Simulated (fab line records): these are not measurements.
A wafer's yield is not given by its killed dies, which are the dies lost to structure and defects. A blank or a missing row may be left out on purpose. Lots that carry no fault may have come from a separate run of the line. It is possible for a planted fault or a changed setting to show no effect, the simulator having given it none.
A lot that was struck, set against a sound lot	flow n5-finfet	14 out of 1938 route steps
Sound: the wafers L720.1, L720.2, L720.5. Wafers L738.4, L738.5, L738.6 were the ones struck. The cause comes at the end.
Each step with rows lists, per side, the tool, then ch with its chambers, then its first start. Under that, the readings that differ: sound wafers	struck wafers	difference of the means	sigmas: that difference in standard deviations of wafers without a fault.
alike: readings with means less than 2 such deviations apart, plus words and numbers identical on both sides. not compared: withheld readings, readings lacking a value on some wafer, bounds such as >300 that could conceal the same value, and numbers that have no deviation in the record and whose values overlap.
The two part at a step that has a row with sigmas, a row that says differs or no value, or rows on one side only. Numbers that don't overlap but have no deviation are shown without sigmas and don't part them. A reading that every wafer of one side lacks parts them only if that side has two wafers or more.

N5_BEOL_M0_SPUTTER_132: material Cu, target thk 4 nm, time 7.37 s.
  sound: pvd-sputter-03 at day 6 17:53; struck: pvd-sputter-03 at day 11 00:02
  alike: chuck-sensor-temp-C, throttle-valve-pct
N5_BEOL_M0_ANNEAL_133: time 60 s.
  sound: pvd-sputter-03 at day 6 17:58; struck: pvd-sputter-03 at day 11 00:07
  alike: heater-power-w
then, 2 steps without rows for these wafers: N5_BEOL_M0_SPUTTER_134 (material Cu, target thk 4 nm, time 7.37 s); N5_BEOL_M0_ANNEAL_135 (time 60 s).
N5_BEOL_M0_SPUTTER_141: material Cu, target thk 4 nm, time 7.37 s.
  sound: pvd-sputter-03 at day 6 18:08; struck: pvd-sputter-03 at day 11 00:17
  alike: chuck-sensor-temp-C, throttle-valve-pct
then, 2 steps without rows for these wafers: N5_BEOL_M0_ECD_118 (material Cu, target thk 300 nm); N5_BEOL_M0_ANNEAL_119 (time 90 s).
N5_BEOL_M0_CMP_120: polishes, stops on SiOC, t overpolish 6.9 s.
  sound on cmp-02 ch 0,1,2, day 6 18:42; struck on cmp-02 ch 0,1, day 11 00:47
  alike: barrier-field-endpoint-s, edge-zone-pressure-frac, motor-current-A, overpolish-run-s, time-to-endpoint-s
N5_BEOL_M0_PRE_CLEAN_131: time 15 s.
  sound on cvd-co-01 ch 0,2, day 6 18:59; struck on cvd-co-02 ch 0,1,2, day 11 01:08
  alike: heater-power-w
then, 2 steps without rows for these wafers: N5_BEOL_M0_CO_CAP_123 (material Co, precursor CCTBA/H2, target thk 2 nm, time 102.1 s); N5_BEOL_M0_PRE_CLEAN_124 (time 15 s).
N5_BEOL_M0_DEP_125: deposits SiCN from 3MS/NH3, target thk 8 nm, time 14 s.
  sound on pecvd-01 ch 1, day 6 19:11; struck on pecvd-04 ch 0,1,2, day 11 01:17
  no value came back on the struck wafers for chamber-pressure-Torr (Torr), rf-fwd-power-W (W), showerhead-plenum-p-Torr (Torr), throttle-valve-pct (%); on the sound wafers chamber-pressure-Torr (Torr) reads 2.998 2.997 2.987
N5_BEOL_M4_RC_MEAS_101:
  the record has rows for the sound wafers here (prober-01 ch 0, day 8 11:41) and none for the struck ones
-- record jumps: 6 days separate the struck wafers' starts on either side; left off in module BEOL_M4, taken up again in module PASSIVATION, whose first shown step is the route's number 1936 --
N5_PASSIVATION_PROBE_49:
  sound: prober-01 at day 12 11:31; struck: prober-02 at day 17 02:52
reading	sound	struck	difference	sigmas
defect-limited-yield (%)	90.3 93.8 92.8	0 0 0	-92	-62
killed_at_M0_to_M3	41 29 27	1123 1132 1112	+1090	+99 or more
killed-dies	114 73 85	1180 1180 1180	+1089	+61
killed-on-rim	16 9 14	152 152 152	+139	+32
sort_bin_5_function (%)	6.4 3.2 4.4	96.3 96.7 96.3	+91.8	+83
sort-n-pass	1066 1107 1095	0 0 0	-1089	-61
sort-yield-pct (%)	90.3 93.8 92.8	0 0 0	-92	-62
  alike: killed_at_M4_up, killed-at-contacts, killed-at-front-end, killed-at-other, killed-open, killed-short, sort_bin_6_memory

== WHERE THEY PART ==
At N5_BEOL_M0_DEP_125 first; at N5_PASSIVATION_PROBE_49 last (within this record only).

WHY: what the simulator had put in
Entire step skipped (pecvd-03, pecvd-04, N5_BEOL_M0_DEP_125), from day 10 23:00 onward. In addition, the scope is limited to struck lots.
